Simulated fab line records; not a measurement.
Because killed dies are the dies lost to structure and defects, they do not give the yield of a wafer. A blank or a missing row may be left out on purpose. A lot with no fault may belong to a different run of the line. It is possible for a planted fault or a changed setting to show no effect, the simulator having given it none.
A lot that was struck, set against a sound lot	flow n5_finfet	38 out of 1938 route steps
Sound: the wafers L154.3, L154.5, L154.6. Wafers struck: L143.1, L143.2, L143.6. The cause comes at the end.
At each step with rows: each side's tool, then ch and its chambers, then its first start. Under that, the readings that differ: sound wafers	struck wafers	difference of the means	sigmas: that difference in standard deviations of wafers without a fault.
alike: readings whose means differ by less than 2 such deviations, and words and numbers that are the same on both sides. not compared: withheld readings, readings that some wafer has no value for, bounds like >300 that may hide the same value, and numbers for which the record gives no deviation and whose values overlap.
The two part at a step that has a row with sigmas, a row that says differs or no value, or rows on one side only. Non-overlapping numbers with no deviation appear without sigmas and do not part them. Lack of a reading on every wafer of one side parts them only where that side has two or more wafers.

first, 9 steps without rows for these wafers: N5_HKMG_FIN_DESCUM_17 (chemistry O2, time 7.9 s); N5_HKMG_FIN_ETCH_31 (etches SiARC in CF4, target depth 45.5 nm, time 75.8 s); N5_HKMG_FIN_ETCH_32 (etches SOC in N2/H2, target depth 240 nm, time 300 s); N5_HKMG_FIN_STRIP_33 (strips in N2/H2); N5_HKMG_FIN_STRIP_34 (strips in CF4); N5_HKMG_FIN_ETCH_35 (etches SOC in N2/H2, target depth 215.8 nm, time 243.4 s); N5_HKMG_FIN_STRIP_92 (strips SOC in N2/H2, time 20 s); N5_HKMG_FIN_WET_ETCH_18 (etches TiN in SC1, time 55 s, target depth 5.2 nm, rinse time 30 s); N5_HKMG_FIN_STRIP_19 (strips in N2/H2, time 360 s).
N5_HKMG_FIN_ALD_91: deposits TiN, target thk 1 nm, pulse time 1 s, purge time 3 s.
  sound on ald_metal-04 ch 0,1,3, day 9 18:31; struck on ald_metal-02 ch 0,3, day 7 02:00
  alike: heater_power_w, precursor_pulse_height_rel
then, 27 steps without rows for these wafers: N5_HKMG_FIN_COAT_85 (time 60 s, resist thk 300 nm); N5_HKMG_FIN_ETCH_86 (etches SOC in N2/H2, stops on TiN, target depth 393.2 nm); N5_HKMG_FIN_STRIP_89 (strips SOC in N2/H2, time 20 s); N5_HKMG_FIN_WET_ETCH_87 (etches TiN in SC1, time 154.2 s, target depth 4.7 nm, rinse time 30 s); N5_HKMG_FIN_STRIP_88 (strips in N2/H2, time 360 s); N5_HKMG_FIN_NWFM_ALD_20 (deposits TiAlC, target thk 2 nm, pulse time 3 s, purge time 2 s); N5_HKMG_FIN_ALD_71 (deposits TiN, target thk 1 nm, pulse time 1 s, purge time 3 s); N5_HKMG_FIN_COAT_66 (time 60 s, resist thk 300 nm); N5_HKMG_FIN_ETCH_67 (etches SOC in N2/H2, stops on TiN, target depth 388.9 nm); N5_HKMG_FIN_STRIP_90 (strips SOC in N2/H2, time 20 s); N5_HKMG_FIN_WET_ETCH_73 (etches the open film in SC1, time 42.3 s, target depth 1.3 nm, rinse time 30 s); N5_HKMG_FIN_ETCHBACK_68 (etches the open film in Cl2/Ar, stops on HfO2, target depth 0.5 nm); N5_HKMG_FIN_STRIP_69 (strips in N2/H2, time 360 s); N5_HKMG_FIN_ALD_21 (deposits TiN, target thk 1.5 nm, pulse time 1 s, purge time 3 s); N5_HKMG_FIN_ALD_72 (deposits W, target thk 2 nm, pulse time 1 s, purge time 2 s); N5_HKMG_FIN_W_FILL_22 (material W, target thk 60 nm, time 18.2 s); N5_HKMG_FIN_PRECLEAN_83 (cleans in DIW, time 57.5 s); N5_HKMG_FIN_SRD_84 (dry time 32 s); N5_HKMG_FIN_CMP_23 (polishes, stops on SiNx, t overpolish 10 s, target thk 46.326 nm); N5_HKMG_FIN_CMP_94 (polishes, stops on SiNx, t overpolish 4.7 s, target thk 43.299 nm); N5_GATE_CUT_ETCHBACK_00 (etches W in SF6/Cl2); N5_GATE_CUT_ETCH_56 (etches TiN in Cl2/Ar, target depth 21.6 nm); N5_GATE_CUT_ETCHBACK_30 (etches TiN in Cl2/Ar, target depth 3 nm); N5_GATE_CUT_VAPOR_ETCH_60 (etches HfO2 in BCl3/Cl2); N5_GATE_CUT_ETCH_58 (etches SiNx in CH3F/O2, target depth 17 nm, time 128.6 s); N5_GATE_CUT_STRIP_59 (strips in N2/H2, time 20 s); N5_GATE_CUT_PRECLEAN_31 (cleans in DIW, time 300 s).
-- the record jumps here: 9 days lie between the struck wafers' starts before and after (it left off in module GATE_CUT and takes up again in module PASSIVATION, whose first step shown is number 1936 of the route) --
N5_PASSIVATION_PROBE_49:
  record: rows for the struck wafers here (prober-01, day 15 18:20), none for the sound ones

## WHERE THEY PART
Only at N5_PASSIVATION_PROBE_49, as far as this record shows.

WHY: what had been put in by the simulator
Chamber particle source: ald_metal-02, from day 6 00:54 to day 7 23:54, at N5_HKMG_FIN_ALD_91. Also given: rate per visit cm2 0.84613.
